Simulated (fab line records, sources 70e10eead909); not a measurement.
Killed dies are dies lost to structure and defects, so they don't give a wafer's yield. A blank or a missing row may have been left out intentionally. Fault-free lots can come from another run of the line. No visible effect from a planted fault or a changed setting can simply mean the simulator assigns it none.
fab line records	flow nandHarc
record lots=6	wafers=18	lastDay=33
route steps=1302 shown P_CONTACT@248 P_M0@253
lots that met no fault: taken from a fault-free run of the same line
startH: start of the lot's first displayed wafer, in hours after the record's first day	waitH: time in hours since the lot's previous step	" the same as in the row above	L1.1+2: one row covering several wafers at once	- either no value or no given start	* or withheld: withheld	< > ~ a bound
route shown NAME@n: NAME is a module with steps in the file, n the number in the route of the first one	usual: mean and standard deviation over wafers with no fault	same: alike in all rows	chamber/n: place in a boat	sites: each site's reading	_std_site: standard deviation across them	_edge_site: inner sites' mean taken away from outer sites' mean	radiusMm: how far each site lies from the wafer's centre	mask NAME#n: copy n	behind: the tool/chamber that last shaped the wafer	hold: what put the lot on hold/how long, in hours/how the hold closed	device: transistor that didn't switch, given as n, p or np	end of line: the tests these same wafers got at the end of their route	a step given without rows: its recipe and nothing more	killed: count of dies lost to structure and defects at first sort (not the wafer's yield)	map: shows each die of a wafer: x if killed, . if not, _ if none is there
set.NAME: the setting as run; set.NAME@STEP: as run at that earlier step	model.NAME: the simulator's own value behind a step, which no gauge read
lots at selected steps of the route; one table per step, one row per wafer
services: a tool's chamber out of use, with start hour (startH, from the record's first day; less than 0 if before it), hours out, and reason
## steps
# step NHARC_P_CONTACT_CVD_23
# recipe targetThkA=2000	tempC=300	pressureTorr=40	wf6FlowSccm=40	h2FlowSccm=1600	arFlowSccm=1560	timeS=557	material=W
# usual heaterPowerOuterW=266/27	heaterPowerW=478/34	throttleValvePct=7.99/0.23
lot.wafer	tool	chamber	startH	waitH	heaterPowerOuterW	heaterPowerW	throttleValvePct
L423.1	cvdW-02	0	-	-	292	517	8.26
L423.4	"	0	"	"	292	510	7.91
L423.3	"	1	"	"	248	472	7.99
L426.3	cvdW-01	0	-	-	285	482	7.58
L426.5	"	0	"	"	282	495	7.60
L426.6	"	1	"	"	233	421	7.95
L433.1	cvdW-02	0	-	-	298	515	8.32
L433.2	"	1	"	"	254	473	8.18
L433.4	"	1	"	"	247	468	8.34
L432.2	cvdW-02	0	-	-	299	517	8.39
L432.6	"	0	"	"	294	527	8.19
L432.5	"	1	"	"	247	470	8.03
L438.2	cvdW-01	0	-	-	279	489	7.64
L438.3	"	1	"	"	235	431	7.91
L438.5	"	0	"	"	290	491	7.67
L441.3	cvdW-02	0	-	-	285	497	7.90
L441.6	"	1	"	"	238	456	8.06
L441.5	"	0	"	"	286	505	7.99
# step NHARC_P_CONTACT_CMP_24
# recipe tOverpolishS=30	targetThkNm=200
# usual motorCurrentA=12.4/0.75	overpolishRunS=30.000/0.0091	slurryFlowMlMin=150.0/0.46	timeToEndpointS=38.2/2.6
lot.wafer	tool	chamber	startH	waitH	motorCurrentA	overpolishRunS	slurryFlowMlMin	timeToEndpointS
L423.4	cmp-02	3	169.97	0.4	12.8	30.000	151.0	37.3
L423.1	"	1	"	"	12.2	29.993	150.0	40.1
L423.3	"	2	"	"	12.4	29.992	149.9	37.9
L426.3	cmp-04	2	204.60	0.4	12.7	30.005	150.1	39.2
L426.5	"	2	"	"	12.9	30.004	150.0	36.8
L426.6	"	3	"	"	14.4	30.024	149.7	35.6
L433.1	cmp-02	0	265.06	0.6	12.1	30.012	149.8	35.5
L433.2	"	1	"	"	12.2	30.001	150.2	38.8
L433.4	"	2	"	"	12.4	30.003	148.5	40.6
L432.2	cmp-01	0	266.07	0.6	12.4	30.000	149.8	41.9
L432.6	"	2	"	"	12.4	30.002	149.9	37.9
L432.5	"	3	"	"	11.4	29.998	150.0	37.5
L438.3	cmp-02	2	328.31	0.4	12.5	30.013	150.4	37.1
L438.2	"	0	"	"	11.7	29.999	150.0	37.9
L438.5	"	2	"	"	12.7	30.000	150.1	38.0
L441.3	cmp-02	1	352.25	0.4	12.4	30.012	150.1	36.7
L441.6	"	2	"	"	12.4	30.008	148.9	38.6
L441.5	"	3	"	"	12.6	30.004	148.8	36.3
# step NHARC_P_CONTACT_SRD_26
# step NHARC_P_CONTACT_INSPECT_27
# usual rawDefectCount=291/110
lot.wafer	tool	chamber	startH	waitH	rawDefectCount
L423.1	defectInspect-01	-	170.38	0.1	335
L423.3	"	-	"	"	220
L423.4	"	-	"	"	367
L426.3	defectInspect-01	-	205.00	0.1	168
L426.5	"	-	"	"	281
L426.6	"	-	"	"	207
L433.1	defectInspect-02	-	265.44	0.1	263
L433.2	"	-	"	"	137
L433.4	"	-	"	"	130
L432.2	defectInspect-02	-	266.42	0.1	471
L432.5	"	-	"	"	373
L432.6	"	-	"	"	306
L438.2	defectInspect-01	-	328.72	0.1	227
L438.3	"	-	"	"	364
L438.5	"	-	"	"	297
L441.3	defectInspect-02	-	352.57	0.1	308
L441.5	"	-	"	"	261
L441.6	"	-	"	"	164
# step NHARC_P_M0_DEP_00
# recipe targetThkA=1500	targetThkNm=150	tempC=withheld	pressureTorr=5	flowSccm=200	rfW=600	material=SiOC
# step NHARC_P_M0_DEHYDRATE_01
# recipe tempC=150	timeS=120
# step NHARC_P_M0_HMDS_02
# recipe timeS=30
# step NHARC_P_M0_COAT_33
# recipe tempC=200	timeS=65
# step NHARC_P_M0_COAT_03
# recipe spinRpm=1500	resistThkNm=90
# step NHARC_P_M0_SOFTBAKE_04
# recipe tempC=105	timeS=55
# step NHARC_P_M0_EBR_05
# step NHARC_P_M0_EXPOSE_06
# recipe na=1.35	targetCdNm=90	doseMj=81.28	maskId=P_M0
# usual exposureDoseMJCm2=81.30/0.073	stageVelMmS=500.01/0.25
lot.wafer	tool	chamber	startH	waitH	mask	exposureDoseMJCm2	stageVelMmS
L423.1	arfiScanner-01	0	171.15	-	P_M0#0	81.40	499.99
L423.3	"	0	"	"	P_M0#0	81.31	499.78
L423.4	"	0	"	"	P_M0#0	81.33	500.20
L426.3	arfiScanner-02	0	205.77	-	P_M0#0	81.23	500.29
L426.5	"	0	"	"	P_M0#0	81.20	499.97
L426.6	"	0	"	"	P_M0#0	81.24	500.44
L433.1	arfiScanner-01	0	266.07	-	P_M0#0	61.16	500.12
L433.2	"	0	"	"	P_M0#0	61.14	500.24
L433.4	"	0	"	"	P_M0#0	61.01	500.23
L432.2	arfiScanner-01	0	267.06	-	P_M0#0	65.27	500.18
L432.5	"	0	"	"	P_M0#0	65.09	500.07
L432.6	"	0	"	"	P_M0#0	65.08	500.20
L438.2	arfiScanner-02	0	329.70	-	P_M0#0	81.30	500.23
L438.3	"	0	"	"	P_M0#0	81.32	499.93
L438.5	"	0	"	"	P_M0#0	81.25	500.22
L441.3	arfiScanner-03	0	353.22	-	P_M0#0	81.33	499.74
L441.5	"	0	"	"	P_M0#0	81.33	500.24
L441.6	"	0	"	"	P_M0#0	81.29	500.03
# step NHARC_P_M0_PEB_07
# recipe pebTempC=100	pebTimeS=65
# step NHARC_P_M0_DEVELOP_08
# recipe developTimeS=35	devTempC=23
# step NHARC_P_M0_CD_MEAS_09
# recipe targetCdNm=90	landingEnergyEv=500
# usual cdNm=90.0/0.53
lot.wafer	tool	chamber	startH	waitH	cdNm
L423.1	cdSem-01	0	171.29	-	90.0
L423.3	"	0	"	"	89.2
L423.4	"	0	"	"	89.4
L426.3	cdSem-03	0	205.91	-	90.8
L426.5	"	0	"	"	89.5
L426.6	"	0	"	"	90.2
L433.1	cdSem-03	0	266.21	-	72.8
L433.2	"	0	"	"	72.2
L433.4	"	0	"	"	73.0
L432.2	cdSem-02	0	267.19	-	76.5
L432.5	"	0	"	"	75.6
L432.6	"	0	"	"	76.4
L438.2	cdSem-02	0	329.84	-	90.2
L438.3	"	0	"	"	90.2
L438.5	"	0	"	"	90.6
L441.3	cdSem-01	0	353.36	-	89.7
L441.5	"	0	"	"	90.3
L441.6	"	0	"	"	90.8
# step NHARC_P_M0_OVL_MEAS_10
# recipe pitchNm=180
# usual overlayXNm=-0.2/0.89	overlayYNm=0.3/0.81
lot.wafer	tool	chamber	startH	waitH	overlayXNm	overlayYNm
L423.1	overlay-01	-	171.37	-	-0.2	0.7
L423.3	"	-	"	"	-0.9	1.4
L423.4	"	-	"	"	-1.2	0.8
L426.3	overlay-02	-	205.99	-	1.0	0.1
L426.5	"	-	"	"	0.8	-0.1
L426.6	"	-	"	"	1.0	0.2
L433.1	overlay-01	-	266.29	-	1.9	1.6
L433.2	"	-	"	"	1.7	1.3
L433.4	"	-	"	"	2.3	1.5
L432.2	overlay-02	-	267.28	-	0.0	-1.4
L432.5	"	-	"	"	-0.4	-0.9
L432.6	"	-	"	"	-0.1	-0.7
L438.2	overlay-02	-	329.92	-	-0.4	2.2
L438.3	"	-	"	"	-0.7	2.4
L438.5	"	-	"	"	-0.7	2.2
L441.3	overlay-02	-	353.44	-	-1.3	1.6
L441.5	"	-	"	"	-2.0	1.4
L441.6	"	-	"	"	-1.8	1.4
# step NHARC_P_M0_INSPECT_11
# usual rawDefectCount=5/3.1
lot.wafer	tool	chamber	startH	waitH	rawDefectCount
L423.1	defectInspect-01	-	171.41	0.0	5
L423.3	"	-	"	"	3
L423.4	"	-	"	"	2
L426.3	defectInspect-02	-	206.03	0.0	5
L426.5	"	-	"	"	4
L426.6	"	-	"	"	9
L433.1	defectInspect-01	-	266.33	0.0	1
L433.2	"	-	"	"	1
L433.4	"	-	"	"	3
L432.2	defectInspect-02	-	267.32	0.0	8
L432.5	"	-	"	"	1
L432.6	"	-	"	"	2
L438.2	defectInspect-02	-	329.96	0.0	1
L438.3	"	-	"	"	4
L438.5	"	-	"	"	9
L441.3	defectInspect-02	-	353.48	0.0	11
L441.5	"	-	"	"	14
L441.6	"	-	"	"	10
# step NHARC_P_M0_DESCUM_14
# recipe timeS=3	o2FlowSccm=200	arFlowSccm=0	biasPowerW=0	chemistry=O2
# usual drypumpMotorCurrentA=5.9/0.35	oesProductAu=1.002/0.0087	rfVppV=57.9/0.98	showerheadPlenumPTorr=1.94/0.098	throttleValvePct=11.311/0.0096
lot.wafer	tool	chamber	startH	waitH	drypumpMotorCurrentA	oesProductAu	rfHoursCounterH	rfVppV	showerheadPlenumPTorr	throttleValvePct	model.P_M0.cdNm
L423.3	rieDiel-03	3	171.48	0.1	6.2	1.008	8	56.9	2.03	11.315	89.84
L423.4	"	0	"	"	5.8	0.995	8	58.3	1.81	11.317	90.1
L423.1	"	1	"	"	6.4	0.997	8	57.5	2.04	11.313	89.43
L426.3	rieDiel-10	1	206.13	0.1	6.4	1.012	51	58.0	1.98	11.305	90.47
L426.6	"	3	"	"	5.8	1.009	-	57.7	1.87	11.311	90.37
L426.5	"	0	"	"	5.0	1.021	-	57.8	1.95	11.294	90.13
L433.2	rieDiel-01	0	266.39	0.1	5.4	0.997	15	57.9	1.96	11.301	71.6
L433.1	"	1	"	"	6.2	0.995	17	58.4	2.05	11.329	72.38
L433.4	"	2	"	"	5.5	1.000	17	56.7	1.94	11.300	72.36
L432.2	rieDiel-10	1	267.40	0.1	6.4	0.994	4	59.4	1.98	11.310	76.35
L432.5	"	2	"	"	5.8	0.990	-	59.1	2.04	11.329	75.98
L432.6	"	3	"	"	5.9	1.012	-	58.9	1.86	11.315	76.47
L438.2	rieDiel-03	2	330.02	0.1	5.9	0.988	7	55.6	1.79	11.331	90.74
L438.3	"	1	"	"	6.3	0.994	6	59.6	2.03	11.298	89.43
L438.5	"	2	"	"	6.0	0.999	-	57.2	1.79	11.312	90.34
L441.3	rieDiel-03	1	353.56	0.1	6.3	1.007	13	58.2	2.03	11.325	88.98
L441.6	"	2	"	"	6.0	0.998	-	57.5	1.79	11.306	90.42
L441.5	"	1	"	"	6.3	0.999	-	57.2	2.03	11.317	89.57
# step NHARC_P_M0_ETCH_34
# recipe targetDepthA=400	overetchA=120	timeS=43.94	ionEnergyEv=200	n2FlowSccm=150	h2FlowSccm=150	arFlowSccm=0	rfW=400	biasW=150	chemistry=N2/H2
# usual drypumpMotorCurrentA=5.9/0.35	oesProductAu=1.000/0.009	rfVppV=431/3.1	showerheadPlenumPTorr=2.07/0.11	throttleValvePct=14.171/0.0092
lot.wafer	tool	chamber	startH	waitH	drypumpMotorCurrentA	oesProductAu	rfHoursCounterH	rfVppV	showerheadPlenumPTorr	throttleValvePct
L423.3	rieDiel-03	3	171.56	0.1	6.2	0.985	8	434	2.17	14.170
L423.1	"	0	"	"	5.7	0.985	8	428	1.93	14.167
L423.4	"	1	"	"	6.3	0.989	8	435	2.18	14.166
L426.3	rieDiel-10	1	206.29	0.1	6.4	1.016	52	432	2.11	14.167
L426.6	"	1	"	"	6.5	1.017	-	433	2.11	14.177
L426.5	"	2	"	"	5.8	1.010	-	433	2.18	14.180
L433.4	rieDiel-01	1	266.48	0.1	6.2	1.008	17	434	2.19	14.161
L433.1	"	2	"	"	5.5	1.005	17	431	2.07	14.173
L433.2	"	3	"	"	5.9	1.017	14	432	2.09	14.172
L432.2	rieDiel-10	0	267.48	0.1	5.0	0.996	6	433	2.08	14.169
L432.6	"	1	"	"	6.5	1.006	-	433	2.11	14.163
L432.5	"	2	"	"	5.8	0.990	-	433	2.18	14.148
L438.3	rieDiel-03	0	330.13	0.1	5.7	0.980	5	427	1.92	14.170
L438.2	"	1	"	"	6.3	0.996	6	434	2.17	14.181
L438.5	"	0	"	"	5.7	0.991	-	428	1.92	14.177
L441.3	rieDiel-03	0	353.65	0.1	5.7	0.989	13	428	1.92	14.171
L441.6	"	2	"	"	6.0	0.998	-	426	1.91	14.168
L441.5	"	1	"	"	6.4	0.980	-	435	2.17	14.162
# step NHARC_P_M0_ETCH_15
# recipe targetDepthA=1500	overetchA=150	timeS=82.5	c4f8FlowSccm=withheld	arFlowSccm=400	rfW=600	biasW=300	chemistry=C4F8/Ar
# usual oesProductAu=0.957/0.018	rfVppV=442/3
lot.wafer	tool	chamber	startH	waitH	oesProductAu	rfHoursCounterH	rfVppV	model.P_M0.cdNm
L423.1	rieDiel-03	1	-	-	0.963	8	444	89.3
L423.4	"	2	"	"	0.969	8	439	90.01
L423.3	"	0	"	"	0.967	8	438	89.6
L426.3	rieDiel-10	0	-	-	0.943	46	442	90.67
L426.5	"	1	"	"	0.948	-	443	90
L426.6	"	2	"	"	0.957	-	445	90.64
L433.4	rieDiel-01	1	-	-	0.943	17	447	72.63
L433.2	"	2	"	"	0.973	17	442	71.76
L433.1	"	3	"	"	0.956	14	441	72.38
L432.2	rieDiel-10	3	-	-	0.956	6	440	76.41
L432.5	"	3	"	"	0.969	-	439	75.95
L432.6	"	0	"	"	0.988	-	442	76.35
L438.3	rieDiel-03	2	-	-	0.966	7	438	89.51
L438.2	"	1	"	"	0.963	6	445	90.82
L438.5	"	2	"	"	0.966	-	437	90.44
L441.3	rieDiel-03	2	-	-	0.961	14	437	89.27
L441.5	"	1	"	"	0.950	-	443	89.92
L441.6	"	2	"	"	0.956	-	438	90.55
# step NHARC_P_M0_CD_MEAS_16
# usual cdNm=90.1/0.61
lot.wafer	tool	chamber	startH	waitH	cdNm
L423.1	cdSem-03	-	171.77	-	89.4
L423.3	"	-	"	"	89.4
L423.4	"	-	"	"	90.1
L426.3	cdSem-01	-	206.76	-	90.3
L426.5	"	-	"	"	90.2
L426.6	"	-	"	"	90.7
L433.1	cdSem-03	-	266.69	-	72.4
L433.2	"	-	"	"	71.7
L433.4	"	-	"	"	72.6
L432.2	cdSem-02	-	267.68	-	76.4
L432.5	"	-	"	"	75.5
L432.6	"	-	"	"	76.3
L438.2	cdSem-01	-	330.37	-	90.6
L438.3	"	-	"	"	89.7
L438.5	"	-	"	"	90.2
L441.3	cdSem-03	-	353.88	-	89.4
L441.5	"	-	"	"	90.2
L441.6	"	-	"	"	90.6
## services
tool	chamber	startH	hours	kind
cmp-02	-	148.28	16.3	repair
arfiScanner-01	-	163.69	0.5	repair
cmp-02	-	170.16	0.5	repair
rieDiel-10	0	179.52	20.3	repair
cvdW-02	1	189.48	14.3	repair
rieDiel-01	2	195.52	3.9	repair
rieDiel-01	-	204.57	9.0	pm
cmp-02	-	205.23	0.6	repair
rieDiel-01	-	221.83	0.6	repair
rieDiel-10	2	223.81	10.9	repair
cmp-02	-	232.61	4.0	pm
rieDiel-10	-	242.66	9.0	pm
arfiScanner-01	-	261.58	4.0	pm
rieDiel-03	3	266.33	6.6	repair
rieDiel-10	0	268.64	8.3	repair
cvdW-02	-	269.00	13.0	pm
rieDiel-10	2	269.09	3.1	repair
rieDiel-03	3	273.15	8.1	repair
rieDiel-03	-	281.36	9.0	pm
cvdW-02	0	288.16	1.2	repair
rieDiel-03	3	329.68	68.2	repair
cmp-02	-	330.61	4.0	pm
cmp-02	-	343.80	1.7	repair
arfiScanner-01	-	350.94	2.6	repair
## key
firstSign step=NHARC_P_M0_EXPOSE_06	reading=exposureDoseMJCm2	direction=down	sigmas=99+	usual=81.30	struck=63.13
effect step=NHARC_P_M0_CD_MEAS_09	reading=cdNm	direction=down	sigmas=29	usual=90.0	struck=74.4	through=controlLoop
effect step=NHARC_P_M0_CD_MEAS_16	reading=cdNm	direction=down	sigmas=26	usual=90.1	struck=74.2	through=controlLoop
modelEffect step=NHARC_P_M0_DESCUM_14	value=P_M0.cdNm	without=89.92	struck=74.19
modelEffect step=NHARC_P_M0_ETCH_15	value=P_M0.cdNm	without=89.98	struck=74.25
metAt NHARC_P_M0_EXPOSE_06
struckWafers L432.2,L432.5,L432.6,L433.1,L433.2,L433.4
laterRowsLeftOut L433.1,L433.2,L433.4
sortLeftOut L432.2,L432.5,L432.6,L433.1,L433.2,L433.4
loopTrim step=NHARC_P_M0_EXPOSE_06	setting=dose	lots=L432
onsetBetween 171.15 266.07
fault kind=processParameterDrift	tool=arfiScanner-01	chamber=-	onsetH=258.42	steps=NHARC_P_M0_EXPOSE_06	channel=doseMj	offset=-20.248	shape=step	actsIn=theseRecipesOnly	stated=81.28
# sortLeftOut: the simulated sort isn't trusted on such a fault, so these wafers' sort isn't shown, and their yield isn't known
# laterRowsLeftOut: the simulator's readings of these wafers behind a module that went badly wrong aren't trusted and aren't shown, but for the sort
# loopTrim: a control loop set the setting to another value than it would have without faults
